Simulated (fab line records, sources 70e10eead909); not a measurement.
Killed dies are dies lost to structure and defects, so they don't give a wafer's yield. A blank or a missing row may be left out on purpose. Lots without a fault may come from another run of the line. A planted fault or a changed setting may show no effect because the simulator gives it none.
fab line records | flow nand_harc
record lots=11 wafers=33 last_day=34
route steps=1302 shown A_CHANNEL_HOLE_D1@484 A_CHANNEL_FILL_D1@495 A_DECK1_JOINT@518 END@1302
lots that met no fault: from a run of the same line without faults
start_h: hours from the record's first day to the start of the lot's first wafer shown | wait_h: hours since the lot's step before | " the same as in the row above | L1.1+2: a row that stands for several wafers | - no value, or no start given | * or withheld: withheld | < > ~ a bound
route shown NAME@n: a module of which the file shows steps, and the number in the route of the first | usual: mean/standard deviation of fault-free wafers | same: alike in all rows | chamber/n: place in a boat | sites: the reading at each site | _std_site: their standard deviation | _edge_site: outer sites' mean less inner sites' | radius_mm: how far each site lies from the wafer's centre | mask NAME#n: copy n | behind: the tool/chamber that last shaped the wafer | hold: why the lot was held/for how many hours/how that ended | device: the transistor (n, p or np) that didn't switch | end of line: the same wafers' tests at the end of the route | a step without rows: its recipe alone | killed: dies lost to structure and defects at the first sort, not the wafer's yield | map: a wafer's dies, x killed, . not, _ none there
set.NAME: the setting as run; set.NAME@STEP: as run at that earlier step | model.NAME: the simulator's own value behind a step, which no gauge read
steps of the route over a sample of lots; a table a step, a row a wafer
services: from which hour (start_h, from the record's first day; less than 0 if before it) a tool's chamber was out of use, for how many hours, and why
## steps
# step NHARC_A_CHANNEL_HOLE_D1_STRIP_27
# recipe o2_flow_sccm=500 ar_flow_sccm=0 bias_w=0 chemistry=O2
# usual chamber_pressure_mTorr=60.00/0.06 drypump_motor_current_A=5.9/0.3 mfc_ar_sccm=0.008/0.011 oes_product_au=1.003/0.011 rf_vpp_V=57.7/0.92 showerhead_plenum_p_Torr=3.53/0.14 throttle_valve_pct=17.037/0.0091
# columns lot.wafer tool chamber start_h wait_h chamber_pressure_mTorr drypump_motor_current_A mfc_ar_sccm oes_product_au rf_hours_counter_h rf_vpp_V showerhead_plenum_p_Torr throttle_valve_pct
L295.1 rie_diel-05 0 - - 59.94 6.6 0 1.009 40 56.7 3.45 17.043
L295.3 " 2 " " 59.92 6.1 0.044 1.002 44 57.9 3.37 17.038
L295.6 " 1 " " 60.04 6.1 0 1.003 - 58.6 3.78 17.044
L300.3 rie_diel-10 2 - - 60.04 5.7 0.023 1.012 61 55.9 3.52 17.045
L300.6 " 0 " " 60.00 5.7 0 0.999 - 58.4 3.53 17.043
L300.5 " 1 " " 60.03 5.2 0 0.999 - 58.1 3.62 17.023
L305.2 rie_diel-08 0 - - 60.10 5.8 0 0.993 9 58.0 3.60 17.037
L305.6 " 1 " " 60.05 5.6 0.020 0.996 - 58.0 3.48 17.042
L305.5 " 2 " " 60.03 6.3 0.016 0.988 - 58.5 3.38 17.023
L308.3 rie_diel-08 3 - - 60.05 5.9 0 1.008 14 57.9 3.74 17.019
L308.1 " 0 " " 59.86 5.8 0 0.994 13 58.6 3.60 17.033
L308.6 " 2 " " 60.02 6.3 0.016 0.994 - 57.0 3.38 17.037
L311.3 rie_diel-08 0 - - 59.91 5.8 0 0.999 13 59.4 3.60 17.032
L311.6 " 3 " " 60.04 5.9 0 1.023 - 58.3 3.74 17.038
L311.5 " 0 " " 60.08 5.8 0 0.996 - 57.4 3.60 17.041
L312.1 rie_diel-08 0 - - 59.98 5.8 0 0.994 15 56.9 3.60 17.033
L312.2 " 1 " " 59.96 5.6 0.020 0.995 14 57.9 3.48 17.034
L312.5 " 0 " " 60.02 5.8 0 0.995 - 57.2 3.60 17.031
L314.2 rie_diel-08 0 - - 60.05 5.8 0 0.998 1 57.9 3.60 17.041
L314.1 " 1 " " 60.00 5.6 0.020 1.000 1 58.0 3.48 17.052
L314.6 " 2 " " 59.95 6.3 0.016 1.001 - 56.4 3.38 17.022
L315.3 rie_diel-08 0 - - 59.91 5.8 0 1.005 1 58.2 3.60 17.018
L315.2 " 1 " " 60.02 5.6 0.020 0.987 1 57.8 3.48 17.027
L315.4 " 0 " " 59.98 5.8 0 0.999 - 56.6 3.60 17.034
L316.1 rie_diel-08 1 - - 60.01 5.7 0.020 0.994 3 56.3 3.48 17.044
L316.2 " 3 " " 60.15 6.0 0 1.013 3 60.5 3.74 17.051
L316.5 " 1 " " 60.05 5.7 0.020 0.988 - 58.8 3.48 17.038
L317.4 rie_diel-08 1 - - 59.99 5.7 0.020 0.979 3 56.1 3.48 17.031
L317.1 " 3 " " 59.97 5.9 0 1.008 3 58.6 3.74 17.032
L317.6 " 2 " " 60.04 6.3 0.016 1.005 - 57.2 3.38 17.037
L318.3 rie_diel-08 1 - - 60.01 5.7 0.020 0.991 4 58.6 3.48 17.038
L318.1 " 0 " " 60.05 5.8 0 1.013 4 59.2 3.60 17.046
L318.5 " 1 " " 60.05 5.6 0.020 0.999 - 58.9 3.48 17.032
# step NHARC_A_CHANNEL_FILL_D1_ALD_15
# recipe target_thk_a=20 pulse_time_s=60 ald_cycles=19 temp_c=630 pressure_torr=2 material=SiNx
# usual precursor_pulse_height_rel=0.998/0.019 susceptor_temp_C=630.0/0.3
# columns lot.wafer tool chamber start_h wait_h precursor_pulse_height_rel susceptor_temp_C
L295.1 ald_sin_batch-02 0 - - 0.970 630.0
L295.3 " 0 " " 0.999 629.8
L295.6 " 0 " " 0.994 630.2
L300.3 ald_sin_batch-01 0 247.94 3.0 1.000 -
L300.5 " 0 " " 0.990 -
L300.6 " 0 " " 1.027 -
L305.2 ald_sin_batch-01 0 - - 0.995 -
L305.5 " 0 " " 1.004 -
L305.6 " 0 " " 1.021 -
L308.1 ald_sin_batch-02 0 356.29 3.0 1.000 -
L308.3 " 0 " " 0.940 -
L308.6 " 0 " " 0.982 -
L311.3 ald_sin_batch-02 0 - - 0.983 -
L311.5 " 0 " " 0.996 -
L311.6 " 0 " " 0.992 -
L312.1 ald_sin_batch-02 0 - - 1.016 -
L312.2 " 0 " " 1.031 -
L312.5 " 0 " " 0.985 -
L314.1 ald_sin_batch-03 0 - - 1.007 -
L314.2 " 0 " " 0.985 -
L314.6 " 0 " " 0.973 -
L315.2 ald_sin_batch-03 0 - - 0.966 -
L315.3 " 0 " " 0.993 -
L315.4 " 0 " " 0.977 -
L316.1 ald_sin_batch-03 0 - - 0.982 629.9
L316.2 " 0 " " 1.029 629.9
L316.5 " 0 " " 0.991 630.0
L317.1 ald_sin_batch-02 0 - - 0.985 629.8
L317.4 " 0 " " 1.012 629.8
L317.6 " 0 " " 1.013 630.0
L318.1 ald_sin_batch-02 0 - - 0.984 630.7
L318.3 " 0 " " 0.980 630.2
L318.5 " 0 " " 1.010 630.5
# step NHARC_A_CHANNEL_FILL_D1_ETCHBACK_08
# recipe target_depth_a=2200 time_s=110 c4f8_flow_sccm=20 ar_flow_sccm=withheld rf_w=600 bias_w=300 chemistry=C4F8
# usual chamber_pressure_mTorr=25.001/0.023 oes_product_au=0.95/0.035 rf_vpp_V=440.2/2.6 run_length_s=131.3/0.4
# columns lot.wafer tool chamber start_h wait_h chamber_pressure_mTorr oes_product_au rf_hours_counter_h rf_vpp_V run_length_s
L295.3 rie_diel-02 1 235.77 - 25.010 0.99 0.1 444.6 131.3
L295.1 " 0 " " 24.997 1.00 0.1 437.5 131.2
L295.6 " 2 " " 24.992 1.00 - 440.0 131.7
L300.3 rie_diel-04 0 279.32 - 24.990 0.95 5.9 435.8 131.3
L300.6 " 2 " " 25.031 0.91 - 441.1 131.8
L300.5 " 3 " " 24.989 0.91 - 439.4 131.9
L305.2 rie_diel-04 0 338.86 - 25.006 0.94 8.7 437.0 130.9
L305.5 " 2 " " 24.993 0.92 - 439.6 138.2
L305.6 " 3 " " 24.994 0.92 - 440.0 131.5
L308.3 rie_diel-09 0 390.03 - 24.999 0.99 3.8 436.3 131.2
L308.1 " 2 " " 24.967 0.99 3.3 440.3 130.9
L308.6 " 1 " " 24.985 0.98 - 440.3 131.5
L311.3 rie_diel-02 3 390.12 - 24.976 0.91 6.5 440.7 131.4
L311.6 " 0 " " 25.016 0.92 - 437.9 131.0
L311.5 " 1 " " 25.005 0.92 - 444.6 131.5
L312.2 rie_diel-09 0 406.71 - 24.993 0.96 4.3 436.7 131.3
L312.1 " 1 " " 25.005 0.94 3.7 442.8 131.6
L312.5 " 2 " " 24.987 0.96 - 440.7 131.0
L315.4 rie_diel-02 2 430.04 - 24.988 0.95 0.4 439.2 131.4
L315.3 " 3 " " 25.001 0.93 0.4 441.8 131.5
L315.2 " 0 " " 25.043 0.94 0.4 435.8 130.9
L314.2 rie_diel-04 1 430.07 - 24.988 1.01 5.7 442.6 131.1
L314.1 " 2 " " 24.984 1.00 5.2 439.4 131.6
L314.6 " 3 " " 25.002 0.99 - 440.1 132.1
L316.2 rie_diel-02 2 449.89 - 24.997 1.00 1.0 439.5 131.5
L316.1 " 0 " " 25.005 0.99 1.3 435.3 131.2
L316.5 " 2 " " 25.005 1.01 - 439.8 132.0
L317.1 rie_diel-04 3 456.54 - 24.985 0.91 7.0 440.1 131.4
L317.6 " 3 " " 24.982 0.92 - 440.9 131.8
L317.4 " 0 " " 24.981 0.91 - 436.5 131.0
L318.1 rie_diel-04 2 461.01 - 24.958 0.93 5.6 439.8 131.7
L318.3 " 3 " " 25.008 1.00 7.4 440.0 131.5
L318.5 " 3 " " 24.992 1.01 - 439.2 131.4
# step NHARC_A_DECK1_JOINT_ETCHBACK_07
# recipe target_depth_a=1050 time_s=26.9 hbr_flow_sccm=150 rf_w=350 icp_w=350 bias_w=60 chemistry=HBr
# usual chamber_pressure_mTorr=15.001/0.015 drypump_motor_current_A=5.5/0.42 oes_product_au=1.003/0.012 run_length_s=48.1/0.5 throttle_valve_pct=23.266/0.01
# columns lot.wafer tool chamber start_h wait_h chamber_pressure_mTorr drypump_motor_current_A oes_product_au rf_hours_counter_h run_length_s throttle_valve_pct
L295.1 rie_si-06 0 242.08 0.1 15.005 5.1 0.986 1.0 48.1 23.261
L295.3 " 1 " " 15.003 5.4 1.012 0.9 47.6 23.258
L295.6 " 0 " " 15.023 5.1 0.971 - 48.5 23.275
L300.3 rie_si-06 1 285.69 0.1 14.987 5.4 1.012 0.2 48.1 23.247
L300.5 " 3 " " 14.995 5.0 1.005 - 48.7 23.298
L300.6 " 0 " " 14.982 5.1 1.002 - 48.3 23.260
L305.2 rie_si-06 1 345.16 0.1 15.014 5.4 1.005 0.5 47.7 23.244
L305.5 " 0 " " 15.019 5.1 0.981 - 48.5 23.260
L305.6 " 1 " " 15.014 5.4 1.017 - 47.9 23.271
L308.1 rie_si-05 2 396.40 0.1 15.012 5.9 0.977 0.6 47.6 23.280
L308.3 " 1 " " 14.993 5.7 0.980 0.5 48.1 23.260
L308.6 " 3 " " 15.013 5.0 1.005 - 48.9 23.275
L311.3 rie_si-02 1 396.42 0.1 14.991 6.0 1.011 0.7 49.1 23.252
L311.5 " 0 " " 15.007 5.1 1.002 - 47.9 23.270
L311.6 " 1 " " 15.000 6.0 1.000 - 48.6 23.270
L312.2 rie_si-02 1 412.98 0.1 15.006 6.0 1.004 0.8 48.7 23.262
L312.1 " 3 " " 15.008 5.2 1.012 0.8 47.4 23.282
L312.5 " 1 " " 14.992 6.0 1.000 - 48.5 23.242
L315.2 rie_si-02 3 436.37 0.1 15.013 5.2 1.009 0.9 47.5 23.273
L315.4 " 0 " " 14.992 5.1 1.026 1.2 47.5 23.255
L315.3 " 1 " " 14.988 6.0 1.004 1.0 48.3 23.273
L314.1 rie_si-06 2 436.38 0.1 15.002 6.5 0.993 0 47.9 23.267
L314.2 " 3 " " 14.991 5.0 0.999 0 47.7 23.251
L314.6 " 0 " " 14.980 5.1 1.006 - 48.1 23.278
L316.2 rie_si-05 2 456.17 0.1 14.977 5.9 1.000 1.1 47.7 23.252
L316.1 " 3 " " 15.012 5.0 1.015 1.0 48.7 23.276
L316.5 " 2 " " 15.005 5.9 0.999 - 47.6 23.266
L317.1 rie_si-05 3 463.02 0.1 15.005 5.0 0.995 1.1 49.3 23.264
L317.4 " 1 " " 15.002 5.7 0.999 1.1 48.0 23.277
L317.6 " 0 " " 14.989 5.5 1.013 - 47.1 23.260
L318.1 rie_si-05 1 467.35 0.1 15.022 5.7 1.006 1.1 48.0 23.266
L318.3 " 2 " " 14.982 6.0 0.989 1.2 47.9 23.255
L318.5 " 1 " " 14.975 5.7 0.997 - 48.3 23.261
# step NHARC_END_SORT_01
# recipe temp_c=25
# usual killed_at_array=56/17 killed_at_other=0.9/1.2 killed_at_periphery=3.9/2.5 killed_dies=61/17 killed_open=3.2/1.8 killed_short=2.7/1.7
# same gross_dies=677
# columns lot.wafer tool chamber start_h wait_h killed_at_array killed_at_other killed_at_periphery killed_dies killed_open killed_short
L305.2 prober-01 0 662.32 2.8 77 1 2 80 3 2
L305.5 prober-01 0 664.71 3.7 82 1 1 84 3 3
L305.6 prober-01 0 665.50 4.0 96 1 1 98 1 4
L308.1 prober-02 0 710.60 2.5 65 1 8 74 4 5
L308.3 prober-02 0 712.18 3.1 28 1 3 32 4 1
L308.6 prober-02 0 714.56 4.0 37 1 2 40 3 4
L311.3 prober-01 0 712.21 3.1 24 0 5 29 3 2
L312.1 prober-02 0 743.37 2.5 51 0 0 51 4 1
L312.2 prober-02 0 744.17 2.8 44 0 7 51 3 3
L312.5 prober-02 0 746.56 3.7 53 0 3 56 4 3
L315.2 prober-01 0 760.74 2.8 52 1 4 57 1 0
L315.3 prober-01 0 761.54 3.1 41 1 11 53 4 2
L315.4 prober-01 0 762.35 3.4 57 0 5 62 2 1
L316.1 prober-01 0 778.71 2.5 22 2 4 28 0 2
L316.2 prober-01 0 779.52 2.8 25 5 5 35 4 1
L316.5 prober-01 0 781.93 3.7 23 0 3 26 4 2
L317.1 prober-02 0 800.26 2.5 71 0 7 78 6 4
L317.4 prober-02 0 802.66 3.4 77 0 5 82 4 4
L317.6 prober-02 0 804.26 4.0 39 0 6 45 3 4
L318.1 prober-01 0 817.12 2.5 43 0 6 49 0 3
L318.3 prober-01 0 818.72 3.1 80 1 5 86 2 6
L318.5 prober-01 0 820.33 3.7 38 1 5 44 4 1
# killed by level:class
L305.2 A_CHANNEL_HOLE_D1:chamber_film_flake=29 A_SLIT:chamber_film_flake=27 A_CHANNEL_HOLE_D2:chamber_film_flake=10 A_CONTACT:chamber_film_flake=6 P_GATE:geometric_particle:short=1 A_ONON_D2:geometric_particle:short=1 A_WL_FILL:geometric_particle:open=1 A_CONTACT:geometric_particle:open=1
L305.5 A_CHANNEL_HOLE_D1:chamber_film_flake=33 A_SLIT:chamber_film_flake=18 A_CHANNEL_HOLE_D2:chamber_film_flake=13 A_CONTACT:chamber_film_flake=12 P_M0:geometric_particle:open=1 A_ONON_D1:geometric_particle:short=1 A_DECK1_JOINT:geometric_particle:short=1 A_ONON_D2:geometric_particle:open=1
L305.6 A_SLIT:chamber_film_flake=36 A_CHANNEL_HOLE_D1:chamber_film_flake=30 A_CHANNEL_HOLE_D2:chamber_film_flake=14 A_CONTACT:chamber_film_flake=8 A_WL_FILL:geometric_particle:short=2 A_CHANNEL_FILL_D1:geometric_particle:short=1 A_DECK1_JOINT:geometric_particle:open=1 A_CHANNEL_FILL_D2:geometric_particle:short=1
L308.1 A_SLIT:chamber_film_flake=27 A_CHANNEL_HOLE_D2:chamber_film_flake=15 A_CONTACT:chamber_film_flake=8 P_GATE:chamber_film_flake=5 A_CHANNEL_HOLE_D1:chamber_film_flake=3 P_M0:geometric_particle:short=2 A_M1:chamber_film_flake=2 A_DECK1_JOINT:geometric_particle:short=1
L308.3 A_SLIT:chamber_film_flake=14 A_CHANNEL_HOLE_D1:chamber_film_flake=4 A_CHANNEL_HOLE_D2:chamber_film_flake=3 A_M0:geometric_particle:open=2 A_CONTACT:chamber_film_flake=2 P_GATE:geometric_particle:short=1 A_CONTACT:geometric_particle:open=1 STARTING-WAFER:geometric_particle:open=1
L311.3 A_CONTACT:chamber_film_flake=6 A_CHANNEL_HOLE_D1:chamber_film_flake=5 A_SLIT:chamber_film_flake=5 P_STI:chamber_film_flake=4 A_CHANNEL_FILL_D1:geometric_particle:open=1 A_DECK1_JOINT:geometric_particle:short=1 A_DECK1_JOINT:geometric_particle:open=1 A_CHANNEL_HOLE_D2:geometric_particle:short=1
L308.6 A_SLIT:chamber_film_flake=14 A_CHANNEL_HOLE_D2:chamber_film_flake=9 A_CHANNEL_HOLE_D1:chamber_film_flake=4 A_WL_FILL:geometric_particle:short=2 P_GATE:chamber_film_flake=2 A_DECK1_JOINT:geometric_particle:short=1 A_CHANNEL_HOLE_D2:geometric_particle:open=1 A_SGD_CUT:geometric_particle:short=1
L312.1 A_CHANNEL_HOLE_D1:chamber_film_flake=39 A_CONTACT:geometric_particle:open=2 A_STAIRCASE:chamber_film_flake=2 A_SLIT:chamber_film_flake=2 A_CONTACT:chamber_film_flake=2 A_ONON_D1:geometric_particle:open=1 A_CHANNEL_HOLE_D1:geometric_particle:open=1 A_CHANNEL_FILL_D2:geometric_particle:short=1
L312.2 A_CHANNEL_HOLE_D1:chamber_film_flake=25 A_CONTACT:chamber_film_flake=10 P_BONDPAD:chamber_film_flake=3 P_GATE:chamber_film_flake=2 A_SLIT:chamber_film_flake=2 P_GATE:geometric_particle:open=1 P_GATE:geometric_particle:short=1 A_ONON_D1:geometric_particle:short=1
L312.5 A_CHANNEL_HOLE_D1:chamber_film_flake=28 A_CONTACT:chamber_film_flake=10 A_CHANNEL_FILL_D1:chamber_film_flake=3 A_WL_FILL:geometric_particle:short=2 P_BONDPAD:chamber_film_flake=2 A_ZERO_WELL:chamber_film_flake=2 A_SLIT:chamber_film_flake=2 P_M0:geometric_particle:open=1
L315.2 A_SLIT:chamber_film_flake=26 A_CHANNEL_HOLE_D1:chamber_film_flake=11 A_CHANNEL_HOLE_D2:chamber_film_flake=5 A_CONTACT:chamber_film_flake=4 A_STAIRCASE:chamber_film_flake=3 P_ZERO_WELL:chamber_film_flake=2 A_CHANNEL_FILL_D2:chamber_film_flake=2 A_WL_FILL:geometric_particle:open=1
L315.3 A_SLIT:chamber_film_flake=16 A_CONTACT:chamber_film_flake=7 A_CHANNEL_HOLE_D1:chamber_film_flake=6 P_CONTACT:chamber_film_flake=4 P_M2:chamber_film_flake=4 A_CHANNEL_HOLE_D2:chamber_film_flake=4 P_ZERO_WELL:chamber_film_flake=2 A_ONON_D1:geometric_particle:short=1
L315.4 A_SLIT:chamber_film_flake=32 A_CHANNEL_HOLE_D1:chamber_film_flake=10 P_M2:chamber_film_flake=5 A_CONTACT:chamber_film_flake=4 A_CHANNEL_FILL_D1:chamber_film_flake=2 A_CHANNEL_HOLE_D2:chamber_film_flake=2 A_WL_FILL:chamber_film_flake=2 A_ONON_D2:geometric_particle:open=1
L316.1 A_STAIRCASE:chamber_film_flake=6 A_SLIT:chamber_film_flake=6 P_ZERO_WELL:chamber_film_flake=3 A_CONTACT:chamber_film_flake=3 A_CHANNEL_HOLE_D1:chamber_film_flake=2 THIN_TSV:chamber_film_flake=2 A_ONON_D2:geometric_particle:short=1 A_WL_FILL:geometric_particle:short=1
L316.2 A_SLIT:chamber_film_flake=7 A_CONTACT:chamber_film_flake=5 THIN_TSV:chamber_film_flake=5 A_STAIRCASE:chamber_film_flake=4 P_ZERO_WELL:chamber_film_flake=3 P_GATE:chamber_film_flake=2 A_CHANNEL_HOLE_D1:chamber_film_flake=2 A_BLC:chamber_film_flake=2
L316.5 A_CONTACT:chamber_film_flake=5 A_STAIRCASE:chamber_film_flake=5 A_SLIT:chamber_film_flake=4 A_WL_FILL:geometric_particle:open=2 P_ZERO_WELL:chamber_film_flake=2 A_ONON_D1:geometric_particle:short=1 A_CHANNEL_FILL_D1:geometric_particle:open=1 A_CHANNEL_HOLE_D2:geometric_particle:open=1
L317.1 A_SLIT:chamber_film_flake=27 A_CHANNEL_HOLE_D2:chamber_film_flake=19 A_CHANNEL_HOLE_D1:chamber_film_flake=8 P_ZERO_WELL:chamber_film_flake=4 A_CONTACT:chamber_film_flake=4 P_CONTACT:geometric_particle:open=2 A_STAIRCASE:chamber_film_flake=2 A_WL_FILL:chamber_film_flake=2
L317.4 A_SLIT:chamber_film_flake=31 A_CHANNEL_HOLE_D2:chamber_film_flake=16 A_CHANNEL_HOLE_D1:chamber_film_flake=10 A_STAIRCASE:chamber_film_flake=5 A_CONTACT:chamber_film_flake=3 P_ZERO_WELL:chamber_film_flake=2 P_GATE:chamber_film_flake=2 P_CONTACT:geometric_particle:open=1
L317.6 A_CHANNEL_HOLE_D2:chamber_film_flake=10 A_SLIT:chamber_film_flake=9 P_ZERO_WELL:chamber_film_flake=3 A_CHANNEL_HOLE_D1:chamber_film_flake=3 A_STAIRCASE:chamber_film_flake=3 A_M0:chamber_film_flake=3 A_WL_FILL:geometric_particle:short=2 A_CONTACT:chamber_film_flake=2
L318.1 A_CHANNEL_HOLE_D2:chamber_film_flake=12 A_SLIT:chamber_film_flake=11 A_CONTACT:chamber_film_flake=7 P_ZERO_WELL:chamber_film_flake=3 A_WL_FILL:chamber_film_flake=3 A_BLC:chamber_film_flake=3 P_CONTACT:chamber_film_flake=2 A_CHANNEL_FILL_D1:geometric_particle:short=1
L318.3 A_CHANNEL_HOLE_D2:chamber_film_flake=34 A_SLIT:chamber_film_flake=16 A_CONTACT:chamber_film_flake=7 A_BLC:chamber_film_flake=6 A_DECK1_JOINT:chamber_film_flake=4 A_STAIRCASE:chamber_film_flake=3 P_CONTACT:chamber_film_flake=2 A_CHANNEL_HOLE_D1:chamber_film_flake=2
L318.5 A_SLIT:chamber_film_flake=11 A_CHANNEL_HOLE_D2:chamber_film_flake=9 A_CONTACT:chamber_film_flake=5 A_BLC:chamber_film_flake=5 P_ZERO_WELL:chamber_film_flake=2 P_CONTACT:chamber_film_flake=2 A_STAIRCASE:chamber_film_flake=2 A_DECK1_JOINT:geometric_particle:open=1
## services
# columns tool chamber start_h hours kind
rie_si-05 0 176.86 4.4 repair
rie_diel-04 - 177.90 9.0 pm
rie_diel-08 - 190.83 9.0 pm
rie_diel-02 1 191.53 11.1 repair
rie_diel-02 0 192.63 1.2 repair
rie_diel-04 3 202.26 9.3 repair
rie_diel-02 2 212.08 1.7 repair
rie_diel-02 - 216.70 9.0 pm
rie_diel-02 3 228.12 17.8 repair
rie_diel-04 3 233.51 8.7 repair
rie_si-06 2 240.74 20.0 repair
rie_si-06 - 244.68 0.8 repair
rie_si-06 - 249.00 9.0 pm
ald_sin_batch-02 - 266.00 26.0 pm
rie_diel-08 1 354.84 1.3 repair
rie_diel-04 - 354.90 9.0 pm
rie_diel-08 - 367.83 9.0 pm
rie_diel-08 2 387.51 12.5 repair
rie_diel-04 3 401.26 2.6 repair
rie_diel-08 - 414.49 0.1 repair
rie_diel-04 2 437.26 23.7 repair
rie_diel-08 3 438.95 5.7 repair
rie_diel-08 0 440.41 13.3 repair
rie_diel-08 1 455.01 16.4 repair
## key
first_sign step=NHARC_A_CHANNEL_FILL_D1_ETCHBACK_08 reading=run_length_s direction=up sigmas=17 usual=* struck=*
effect none on later readings
met_at NHARC_A_CHANNEL_FILL_D1_ETCHBACK_08
struck_lots L305
struck_wafers L305.5
tester_left_out L305
not_acting_at NHARC_A_CHANNEL_HOLE_D1_STRIP_27,NHARC_A_CHANNEL_FILL_D1_ALD_15,NHARC_A_DECK1_JOINT_ETCHBACK_07
onset_between 279.32 338.86
fault kind=process_parameter_drift tool=rie_diel-04 chamber=2 onset_h=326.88 steps=NHARC_A_CHANNEL_FILL_D1_ETCHBACK_08 channel=time_s offset=* shape=step end_h=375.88 acts_in=* stated=*
# tester_left_out: of these lots the tester's yield and bins aren't shown, on N5 and GAA mostly nor the transistor test; their killed dies are dies lost to structure and defects alone, not to doping, threshold or leakage, so they don't give the yield
